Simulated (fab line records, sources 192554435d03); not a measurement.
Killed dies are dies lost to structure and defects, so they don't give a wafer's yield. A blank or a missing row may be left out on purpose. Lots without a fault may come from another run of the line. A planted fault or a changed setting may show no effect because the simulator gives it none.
Chamber matching | flow n5_finfet | N5_SD_EPI_N_DESCUM_14 on rie_diel-03: 4 sister chambers
The step chemistry O2, time 7.9 s. 16 wafers are shown with their chamber, then 8 later ones without.

WAFERS WITH THEIR CHAMBER
wafer  | chamber | drypump_motor_current_A (A) | showerhead_plenum_p_Torr (Torr) | oes_product_au (a.u.)
L075.3 | 2       | 5.3                         | 2.17                            | 0.72
L075.4 | 3       | 5.4                         | 2.15                            | 0.67
L075.6 | 2       | 5.4                         | 2.17                            | 0.73
L079.2 | 0       | 5.8                         | 2.07                            | 0.68
L079.3 | 3       | 5.5                         | 2.15                            | 0.66
L079.6 | 0       | 5.8                         | 2.07                            | 0.68
L087.3 | 1       | 6.4                         | 2.14                            | 0.84
L087.5 | 1       | 6.4                         | 2.14                            | 0.85
L087.6 | 0       | 5.8                         | 2.06                            | 0.67
L089.3 | 0       | 5.8                         | 2.06                            | 0.66
L089.4 | 2       | 5.3                         | 2.16                            | 0.69
L089.6 | 3       | 5.4                         | 2.14                            | 0.95
L090.2 | 3       | 5.5                         | 2.14                            | 0.93
L090.4 | 2       | 5.4                         | 2.15                            | 0.70
L090.5 | 0       | 5.8                         | 2.06                            | 0.66
L092.1 | 2       | 5.3                         | 2.15                            | 0.69

SIGNATURES (means of the wafers above)
reading                  | chamber 0 | chamber 1 | chamber 2 | chamber 3 | scatter within a chamber
drypump_motor_current_A  | 5.800     | 6.400     | 5.340     | 5.450     | 0.0428
showerhead_plenum_p_Torr | 2.0640    | 2.1400    | 2.1600    | 2.1450    | 0.00719
oes_product_au           | 0.6700    | 0.8450    | 0.7060    | 0.8025    | 0.0804
Rule: a wafer's distance from a chamber is the root of the sum, over the readings, of the square of ((its reading less the chamber's mean) divided by the reading's scatter). The wafer belongs to the nearest chamber; if the next one is less than 2 further off, it can't be placed. The scatter: the root of (the sum of the squares of (reading less its chamber's mean) over the shown wafers, divided by (wafers less chambers)).

WAFERS WITHOUT THEIR CHAMBER
wafer  | drypump_motor_current_A (A) | showerhead_plenum_p_Torr (Torr) | oes_product_au (a.u.)
L092.4 | 5.8                         | 2.06                            | 0.65
L092.6 | 5.4                         | 2.14                            | 0.92
L094.2 | 6.3                         | 2.14                            | 0.83
L094.3 | 5.5                         | 2.14                            | 0.92
L094.5 | 5.5                         | 2.14                            | 0.93
L095.4 | 5.3                         | 2.15                            | 0.68
L095.5 | 5.3                         | 2.15                            | 0.68
L095.6 | 5.5                         | 2.14                            | 0.92

WHICH CHAMBER EACH WENT THROUGH
wafer  | from the rows above | in truth
L092.4 | 0                   | 0
L092.6 | 3                   | 3
L094.2 | 1                   | 1
L094.3 | 3                   | 3
L094.5 | 3                   | 3
L095.4 | 2                   | 2
L095.5 | 2                   | 2
L095.6 | 3                   | 3
Placed correctly: 8 of 8. Can't be placed from these rows: 0. Placed wrongly: 0.
